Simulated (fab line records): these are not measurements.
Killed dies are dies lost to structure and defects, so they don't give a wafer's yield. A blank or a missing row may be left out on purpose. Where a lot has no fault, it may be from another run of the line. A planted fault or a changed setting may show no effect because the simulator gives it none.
Struck lot and sound lot, side by side | flow n5Finfet | 17 steps out of a route of 1938
Sound: the wafers L997.3, L997.4, L997.5. Struck: wafer L992.4. (L992.1 of the same lot was not struck and is left out.) The cause comes at the end.
At each step with rows: each side's tool, then ch and its chambers, then its first start. Under that, the readings that differ: sound wafers | struck wafers | difference of the means | sigmas: that difference in standard deviations of wafers without a fault.
alike: a reading whose means differ by less than 2 such deviations, as well as words and numbers matching on both sides. not compared: withheld readings; readings where some wafer has no value; bounds like >300 that might hide an equal value; numbers whose values overlap and for which the record gives no deviation.
The two part at a step that has a row with sigmas, a row that says differs or no value, or rows on one side only. Non-overlapping numbers with no deviation appear without sigmas and do not part them. A reading missing from all wafers of one side parts the sides only when that side holds two or more wafers.

first, 2 steps without rows for these wafers: N5_BEOL_M14_TRENCH_ETCH_34 (etches SiO2 in C4F8/O2/Ar, target depth 556.65 nm, time 126.9 s); N5_BEOL_M14_STRIP_70 (strips in C4F8/O2/Ar).
N5_BEOL_M14_OCD_MEAS_35:
  sound on ocd-02 at day 16 03:53; struck on ocd-01 at day 15 06:18
  alike: trenchDepthNm
then, 1 step without rows for these wafers: N5_BEOL_M14_STRIP_37 (strips in O2).
N5_BEOL_M14_ETCH_38: etches SiCN in CF4/N2, target depth 106.5 nm, time 120.6 s.
  sound: rieDiel-06 ch 1,2,3; struck: rieDiel-02 ch 0
  alike: drypumpMotorCurrentA, oesProductAu, rfVppV, showerheadPlenumPTorr, throttleValvePct
  not compared: rfHoursCounterH
then, 2 steps without rows for these wafers: N5_BEOL_M14_PRECLEAN_39 (cleans in residue remover, time 60 s); N5_BEOL_M14_SRD_40 (time 30 s, dry time 30 s).
N5_BEOL_M14_DEGAS_41: time 60 s.
  sound on pvdSputter-01 at day 16 08:36; struck on pvdSputter-01 at day 15 06:55
  alike: heaterPowerW
then, 2 steps without rows for these wafers: N5_BEOL_M14_PRE_CLEAN_42 (time 30 s); N5_BEOL_M14_SPUTTER_43 (material TaN, target thk 15 nm, time 24.19 s).
N5_BEOL_M14_SPUTTER_44: material Ta, target thk 15 nm, time 24.19 s.
  sound on pvdSputter-01 at day 16 08:46; struck on pvdSputter-01 at day 15 07:04
  alike: throttleValvePct
N5_BEOL_M14_SPUTTER_45: material Cu, target thk 100 nm, time 16.67 s.
  sound on pvdSputter-01 at day 16 08:50; struck on pvdSputter-01 at day 15 07:09
  alike: throttleValvePct
N5_BEOL_M14_ECD_47: material Cu, target thk 1248 nm.
  sound on ecdCu-01 ch 0,1, day 16 09:01; struck on ecdCu-02 ch 1, day 15 07:16
reading                                | sound          | struck | difference | sigmas
model.Cu_of_BEOL_M14_ECD_47.thkNm (nm) | 1258 1248 1264 | 1737   | +480       | 
N5_BEOL_M14_ANNEAL_48: time 90 s.
  sound on rtpAnneal-01 ch 0, day 16 09:14; struck on rtpAnneal-02 ch 0, day 15 07:28
  alike: wafer_temp_C_max
N5_BEOL_M14_CMP_49: polishes, stops on SiO2, t overpolish 5.2 s, target thk 560 nm.
  sound on cmp-03 ch 0,1,3, day 16 09:29; struck on cmp-03 ch 2, day 15 07:46
reading             | sound       | struck | difference | sigmas
timeToEndpointS (s) | 124 113 116 | 164    | +46        | +10
  alike: motorCurrentA
N5_BEOL_M14_THK_MEAS_50: measures by xrf.
  sound on filmMetro-01 at day 16 09:44; struck on filmMetro-02 at day 15 08:04
  alike: M14_THK
following that, these wafers have no rows for 1 step: N5_PASSIVATION_PROBE_49.

## WHERE THEY PART
Only at N5_BEOL_M14_CMP_49, within this record. Later steps at which nothing parts them and some readings are alike: N5_BEOL_M14_THK_MEAS_50.

WHY: whatever the simulator had introduced
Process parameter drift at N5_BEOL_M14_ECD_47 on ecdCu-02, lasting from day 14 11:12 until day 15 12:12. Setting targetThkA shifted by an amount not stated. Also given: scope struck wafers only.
